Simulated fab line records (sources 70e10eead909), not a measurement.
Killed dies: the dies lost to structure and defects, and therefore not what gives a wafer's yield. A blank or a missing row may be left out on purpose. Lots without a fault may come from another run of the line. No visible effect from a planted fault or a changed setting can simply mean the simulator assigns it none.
Code-filled problem report in 8D (eight disciplines) form / flow nandHarc / the parts of the form that need people (team, actions taken, sign-off) are left out

1. THE PROBLEM
Mean of oesProductAu at NHARC_P_GATE_ETCH_114: 0.921 a.u. across 4 wafers in 2 lots; on wafers with no fault it is 1.002 a.u. (standard deviation 0.016). That is -5.1 standard deviations from the usual mean.
The step: etches the open film in CF4/O2, target depth 30 nm, overetch 3 nm, time 16.5 s.
The first sign was on wafer L501.1 at day 8 01:07, on rieDiel-03. Wafers with a number at this step in the record: 34, from 12 lots. The rule behind "out" and "out of limits": a value lying over 4 standard deviations away from the usual mean. All remaining wafers that have a number are taken as sound.

2. WHAT IT IS; WHAT IT IS NOT
question=which readings at this step | is=oesProductAu | is not=drypumpMotorCurrentA, rfVppV, showerheadPlenumPTorr, throttleValvePct
question=which lots | is=L501, L502 | is not=L489, L490, L491, L492, L493, L497, L508, L510, L511, L512
question=which wafers of those lots | is=all that have a number | is not=-
question=read on which tools | is=rieDiel-03 | is not=rieDiel-01, rieDiel-04
question=when | is=from day 8 01:07 | is not=up to then (18 sound wafers); but 12 sound wafers of L508, L510, L511, L512 came after

3. SUSPECTS, AND WHAT RULES EACH OUT
Counting: a tool at any process step up to the reading remains a suspect when it ran all the lots that are out and ran no sound lot after the first of those.
- rieDiel-03 at NHARC_P_GATE_ETCH_114 (etches the open film in CF4/O2, target depth 30 nm, overetch 3 nm, time 16.5 s): kept. Every lot that is out went through it, starting with L501 (day 8 01:07), and after that it ran no sound lot; the last sound lot it ran before then is L491 (day 5 07:00). Its own oesProductAu readings are out on those wafers.
After counting, what remains is rieDiel-03 at NHARC_P_GATE_ETCH_114.

4. THE CAUSE (what the simulator had put in)
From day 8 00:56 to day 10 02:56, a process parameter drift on rieDiel-03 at NHARC_P_GATE_ETCH_114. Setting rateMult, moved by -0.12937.
Counting left only this tool.

5. SEQUENCE OF EFFECTS, ordered by route
Each row: a reading where the mean over the struck wafers with a number is more than 3 standard deviations away from the usual. Readings are gone through only where the record gives a usual standard deviation; hours: the median, over the lots, of the time from a lot's start at the first step in this table giving one to that lot's start at this step; sigmas: the change measured in usual standard deviations.
hours=0; step=NHARC_P_GATE_ETCH_114; reading=oesProductAu; usual=1.002 a.u.; on struck wafers=0.921; change=-0.081; sigmas=-5.1
Its process steps:
- NHARC_P_GATE_ETCH_114: etches the open film in CF4/O2, target depth 30 nm, overetch 3 nm, time 16.5 s.

6. HOW IT WOULD HAVE BEEN CAUGHT EARLIER
In this record the first reading out of limits was taken at day 8 01:07, 0 hours after the fault began at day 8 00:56.
